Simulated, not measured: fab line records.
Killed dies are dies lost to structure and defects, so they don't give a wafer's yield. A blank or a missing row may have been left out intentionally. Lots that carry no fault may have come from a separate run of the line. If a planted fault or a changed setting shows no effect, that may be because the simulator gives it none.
Matching of chambers    flow n5Finfet    4 sister chambers for N5_BEOL_M5_ETCH_67 on rieDiel-05
The step etches SiARC in CF4, target depth 15.6 nm, time 26 s. 4 wafers are shown with their chamber, then 9 later ones without.

## WAFERS WITH THEIR CHAMBER
wafer   chamber  drypumpMotorCurrentA (A)
L091.4  1        5.4
L091.6  2        5.7
L094.1  0        6.4
L094.5  3        5.5

## WAFERS WITHOUT THEIR CHAMBER
wafer   drypumpMotorCurrentA (A)
L095.2  5.4
L095.5  6.4
L095.6  5.5
L097.3  5.5
L097.4  6.4
L097.5  5.8
L096.2  5.5
L096.4  5.5
L096.5  5.7

## THE CHAMBER EACH PASSED THROUGH
wafer    from the rows above   in truth
L095.2   1                     1
L095.5   0                     0
L095.6   3                     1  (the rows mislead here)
L097.3   3                     3
L097.4   0                     0
L097.5   2                     2
L096.2   3                     3
L096.4   3                     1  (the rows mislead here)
L096.5   2                     2
Placed correctly: 7 of 9. Can't be placed from these rows: 0. 2 placed wrongly.
How it was worked out, from the rows above alone: a wafer's distance from a chamber is the root of the sum, over the readings, of the square of ((its reading less the chamber's mean) divided by the reading's scatter). If the next closest chamber is less than 2 further off than the closest, the wafer can't be placed; otherwise it belongs to the closest. The mean given for a chamber averages the wafers shown for that chamber. The scatter (one wafer shown for each chamber): square how far every hidden wafer sits from the nearest shown wafer, average those squares and take the square root.
